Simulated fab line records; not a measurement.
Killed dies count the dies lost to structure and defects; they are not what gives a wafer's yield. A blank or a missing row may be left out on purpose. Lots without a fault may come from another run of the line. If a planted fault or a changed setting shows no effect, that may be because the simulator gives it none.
Chamber matching | flow n5 finfet | rie diel-05 running N5_BEOL_M5_STRIP_19: 4 sister chambers
The step strips in O2. 14 wafers are shown with their chamber, then 7 later ones without.

WAFERS WITH THEIR CHAMBER
wafer  | chamber | drypump motor current A (A) | showerhead plenum p Torr (Torr) | oes product au (a.u.)
L076.1 | 1       | 6.0                         | 2.09                            | 0.74
L076.2 | 0       | 5.0                         | 2.18                            | 0.74
L076.3 | 3       | 5.8                         | 2.20                            | 0.74
L076.4 | 2       | 5.3                         | 2.05                            | 0.90
L076.5 | 3       | 5.8                         | 2.20                            | 0.75
L076.6 | 0       | 5.1                         | 2.18                            | 0.75
L079.1 | 2       | 5.3                         | 2.04                            | 0.89
L079.2 | 0       | 5.0                         | 2.18                            | 0.75
L079.3 | 3       | 5.8                         | 2.20                            | 0.74
L078.2 | 0       | 5.0                         | 2.18                            | 0.75
L078.3 | 2       | 5.3                         | 2.04                            | 0.90
L078.5 | 2       | 5.3                         | 2.04                            | 0.89
L087.1 | 2       | 5.3                         | 2.04                            | 0.86
L087.2 | 0       | 5.0                         | 2.17                            | 0.74

SIGNATURES (means of the wafers above)
reading                  | chamber 0 | chamber 1 | chamber 2 | chamber 3 | scatter within a chamber
drypump motor current A  | 5.020     | 6.000     | 5.300     | 5.800     | 0.0283
showerhead plenum p Torr | 2.1780    | 2.0900    | 2.0420    | 2.2000    | 0.004
oes product au           | 0.7460    | 0.7400    | 0.8880    | 0.7433    | 0.0113
Rule: a wafer's distance from a chamber is the root of the sum, over the readings, of the square of ((its reading less the chamber's mean) divided by the reading's scatter). The wafer belongs to the nearest chamber; if the next one is less than 2 further off, it can't be placed. The scatter is the square root of a quotient: the sum, over the shown wafers, of each reading's squared deviation from its chamber's mean, divided by wafers minus chambers.

WAFERS MISSING THEIR CHAMBER
wafer  | drypump motor current A (A) | showerhead plenum p Torr (Torr) | oes product au (a.u.)
L087.3 | 6.0                         | 2.09                            | 0.73
L088.2 | 6.0                         | 2.09                            | 0.72
L088.3 | 5.8                         | 2.19                            | 0.73
L088.5 | 6.0                         | 2.09                            | 0.71
L092.1 | 5.8                         | 2.19                            | 0.72
L092.3 | 5.3                         | 2.03                            | 0.87
L092.6 | 6.0                         | 2.08                            | 0.72

CHAMBER TAKEN BY EACH
wafer  | from the rows above | in truth
L087.3 | 1                   | 1
L088.2 | 1                   | 1
L088.3 | 3                   | 3
L088.5 | 1                   | 1
L092.1 | 3                   | 3
L092.3 | 2                   | 2
L092.6 | 1                   | 1
Correct placement for 7 of the 7. Left unplaced by these rows: 0. Wrongly placed: 0.
